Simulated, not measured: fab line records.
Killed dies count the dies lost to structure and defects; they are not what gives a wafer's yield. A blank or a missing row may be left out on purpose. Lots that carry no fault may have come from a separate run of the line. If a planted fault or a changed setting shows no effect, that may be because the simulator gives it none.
Chamber matching / flow n5Finfet / N5_BEOL_M7_ETCH_66 on rieDiel-04: 4 sister chambers
The step etches SOC in N2/H2, target depth 80 nm, overetch 16 nm, time 120 s. 14 wafers are shown with their chamber, then 7 later ones without.

WAFERS, EACH WITH ITS CHAMBER
wafer=L646.3; chamber=3; showerheadPlenumPTorr (Torr)=2.58; drypumpMotorCurrentA (A)=5.4; rfVppV (V)=525.9
wafer=L646.4; chamber=1; showerheadPlenumPTorr (Torr)=2.51; drypumpMotorCurrentA (A)=5.8; rfVppV (V)=522.5
wafer=L646.6; chamber=3; showerheadPlenumPTorr (Torr)=2.58; drypumpMotorCurrentA (A)=5.4; rfVppV (V)=524.4
wafer=L648.2; chamber=3; showerheadPlenumPTorr (Torr)=2.58; drypumpMotorCurrentA (A)=5.4; rfVppV (V)=525.2
wafer=L648.3; chamber=2; showerheadPlenumPTorr (Torr)=2.67; drypumpMotorCurrentA (A)=5.4; rfVppV (V)=526.4
wafer=L648.5; chamber=3; showerheadPlenumPTorr (Torr)=2.58; drypumpMotorCurrentA (A)=5.5; rfVppV (V)=522.8
wafer=L650.1; chamber=3; showerheadPlenumPTorr (Torr)=2.58; drypumpMotorCurrentA (A)=5.4; rfVppV (V)=525.0
wafer=L650.2; chamber=2; showerheadPlenumPTorr (Torr)=2.67; drypumpMotorCurrentA (A)=5.4; rfVppV (V)=526.9
wafer=L650.4; chamber=3; showerheadPlenumPTorr (Torr)=2.58; drypumpMotorCurrentA (A)=5.4; rfVppV (V)=525.6
wafer=L651.1; chamber=2; showerheadPlenumPTorr (Torr)=2.67; drypumpMotorCurrentA (A)=5.3; rfVppV (V)=526.4
wafer=L651.2; chamber=0; showerheadPlenumPTorr (Torr)=2.72; drypumpMotorCurrentA (A)=6.3; rfVppV (V)=529.3
wafer=L651.6; chamber=2; showerheadPlenumPTorr (Torr)=2.67; drypumpMotorCurrentA (A)=5.4; rfVppV (V)=526.0
wafer=L655.2; chamber=1; showerheadPlenumPTorr (Torr)=2.50; drypumpMotorCurrentA (A)=5.8; rfVppV (V)=522.9
wafer=L655.3; chamber=2; showerheadPlenumPTorr (Torr)=2.66; drypumpMotorCurrentA (A)=5.4; rfVppV (V)=526.4

SIGNATURES (averages over the wafers above)
reading=showerheadPlenumPTorr; chamber 0=2.7200; chamber 1=2.5050; chamber 2=2.6680; chamber 3=2.5800; scatter within a chamber=0.00361
reading=drypumpMotorCurrentA; chamber 0=6.300; chamber 1=5.800; chamber 2=5.380; chamber 3=5.417; scatter within a chamber=0.0404
reading=rfVppV; chamber 0=529.300; chamber 1=522.700; chamber 2=526.420; chamber 3=524.817; scatter within a chamber=0.818
Rule: a wafer lies at a distance from a chamber equal to the root of the sum of squares, over the readings, of (its reading less the chamber's mean, divided by the reading's scatter). The wafer belongs to the nearest chamber; if the next one is less than 2 further off, it can't be placed. The scatter: the root of (the sum of the squares of (reading less its chamber's mean) over the shown wafers, divided by (wafers less chambers)).

WAFERS WITHOUT THEIR CHAMBER
wafer=L655.5; showerheadPlenumPTorr (Torr)=2.72; drypumpMotorCurrentA (A)=6.4; rfVppV (V)=528.3
wafer=L658.3; showerheadPlenumPTorr (Torr)=2.66; drypumpMotorCurrentA (A)=5.4; rfVppV (V)=526.5
wafer=L658.5; showerheadPlenumPTorr (Torr)=2.66; drypumpMotorCurrentA (A)=5.4; rfVppV (V)=526.8
wafer=L658.6; showerheadPlenumPTorr (Torr)=2.50; drypumpMotorCurrentA (A)=5.7; rfVppV (V)=522.8
wafer=L661.1; showerheadPlenumPTorr (Torr)=2.50; drypumpMotorCurrentA (A)=5.8; rfVppV (V)=522.3
wafer=L661.2; showerheadPlenumPTorr (Torr)=2.71; drypumpMotorCurrentA (A)=6.3; rfVppV (V)=528.3
wafer=L661.5; showerheadPlenumPTorr (Torr)=2.66; drypumpMotorCurrentA (A)=5.4; rfVppV (V)=525.3

WHICH CHAMBER EACH ONE RAN IN
wafer=L655.5; from the rows above=0; in truth=0
wafer=L658.3; from the rows above=2; in truth=2
wafer=L658.5; from the rows above=2; in truth=2
wafer=L658.6; from the rows above=1; in truth=1
wafer=L661.1; from the rows above=1; in truth=1
wafer=L661.2; from the rows above=0; in truth=0
wafer=L661.5; from the rows above=2; in truth=2
Placed correctly: 7 of 7. Left unplaced by these rows: 0. Wrongly placed: 0.
